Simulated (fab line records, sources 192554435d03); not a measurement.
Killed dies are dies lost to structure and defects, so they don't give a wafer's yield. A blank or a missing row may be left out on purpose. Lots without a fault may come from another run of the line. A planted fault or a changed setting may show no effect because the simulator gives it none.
Which tool did it? | flow n5_finfet | 11 lots, 33 wafers sampled, at 4 steps of a route of 1938

WHAT THE GAUGES READ, wafer by wafer
N5_BEOL_M7_THK_MEAS_01.
lot  | measured     | on            | M7_ILD_THK (nm)
L558 | day 9 10:11  | film_metro-01 | 153.1 152.6 158.2
L559 | day 10 01:19 | film_metro-01 | 155.9 157.3 158.1
L562 | day 11 05:28 | film_metro-01 | 153.9 154.7 155.6
L563 | day 12 05:18 | film_metro-02 | 153.3 153.9 155.0
L566 | day 12 06:37 | film_metro-01 | 154.7 154.2 156.6
L567 | day 12 06:53 | film_metro-02 | 153.6 154.6 154.2
L573 | day 14 22:14 | film_metro-01 | 156.6 155.3 158.4
L576 | day 15 00:14 | film_metro-02 | 202.8 157.0 157.1
L577 | day 16 03:05 | film_metro-01 | 206.7 155.1 206.8
L579 | day 16 04:46 | film_metro-01 | 154.5 156.9 155.6
L580 | day 16 07:46 | film_metro-01 | 155.0 158.4 155.9

WHICH TOOL RAN EACH LOT (tool, then ch and the chambers of the sampled wafers, then the start)
lot  | N5_BEOL_M6_DEGAS_44          | N5_BEOL_M7_ILD_DEP_00           | N5_BEOL_M7_CURE_74
L558 | pvd_sputter-03, day 9 05:02  | pecvd-02 ch 0,1,2, day 9 09:08  | uv_cure-03 ch 0, day 9 09:22
L559 | pvd_sputter-03, day 9 20:40  | pecvd-02 ch 1,2, day 10 00:44   | uv_cure-01 ch 2, day 10 00:48
L562 | pvd_sputter-02, day 10 21:46 | pecvd-02 ch 0,1,2, day 11 04:53 | uv_cure-03 ch 0, day 11 05:02
L563 | pvd_sputter-02, day 12 02:05 | pecvd-03 ch 0,1, day 12 04:43   | uv_cure-02 ch 1, day 12 04:47
L566 | pvd_sputter-01, day 12 03:35 | pecvd-02 ch 1,2, day 12 06:02   | uv_cure-03 ch 2, day 12 06:11
L567 | pvd_sputter-03, day 12 03:47 | pecvd-03 ch 0,1, day 12 06:19   | uv_cure-02 ch 1, day 12 06:22
L573 | pvd_sputter-03, day 14 19:46 | pecvd-01 ch 0,2, day 14 21:38   | uv_cure-01 ch 0, day 14 21:48
L576 | pvd_sputter-02, day 14 21:17 | pecvd-03 ch 0,1,2, day 14 23:40 | uv_cure-01 ch 0, day 14 23:44
L577 | pvd_sputter-01, day 15 23:11 | pecvd-03 ch 0,1,2, day 16 02:30 | uv_cure-01 ch 2, day 16 02:34
L579 | pvd_sputter-03, day 16 02:25 | pecvd-01 ch 1,2, day 16 04:11   | uv_cure-02 ch 1, day 16 04:25
L580 | pvd_sputter-03, day 16 05:29 | pecvd-01 ch 0,1,2, day 16 07:10 | uv_cure-01 ch 0, day 16 07:15
- N5_BEOL_M6_DEGAS_44: time 60 s.
- N5_BEOL_M7_ILD_DEP_00: deposits SiCOH lowk from DEMS/porogen, target thk 179.75 nm, time 33.4 s.
- N5_BEOL_M7_CURE_74: cures SiCOH lowk, time 240 s.

THE ANSWER, worked out from the rows above alone
Rule: what is usual is taken from the lots themselves. Put in order of their means at a reading, lots are off if they are a third of the lots or fewer, leave a main group of 4 or more, and stand apart from it by a gap of 3 or more times the standard deviation of the main group's means; of several such gaps the widest counts. A main group whose means are all the same, to the digits that the tables above print for the reading, isn't used. A lot without any number at a reading at which 4 lots or more have one is off too. The other lots that the step has rows for count as sound.
Off: L576, L577, at N5_BEOL_M7_THK_MEAS_01 (M7_ILD_THK). The main group: mean 155.4 nm, standard deviation 1.1.
A tool fits if, at a process step before that reading, it ran every lot that is off, and no sound lot after the first of them. The gauges at N5_BEOL_M7_THK_MEAS_01 are tried like those tools. One fits: pecvd-03 at N5_BEOL_M7_ILD_DEP_00. Its last sound lot is L567 (day 12 06:19), its first lot that is off L576 (day 14 23:40): a fault that began between those two fits.

WHAT THE SIMULATOR HAD PUT IN
Process parameter drift: pecvd-03, from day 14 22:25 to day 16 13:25, at N5_BEOL_M7_ILD_DEP_00. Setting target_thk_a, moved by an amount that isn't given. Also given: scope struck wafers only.
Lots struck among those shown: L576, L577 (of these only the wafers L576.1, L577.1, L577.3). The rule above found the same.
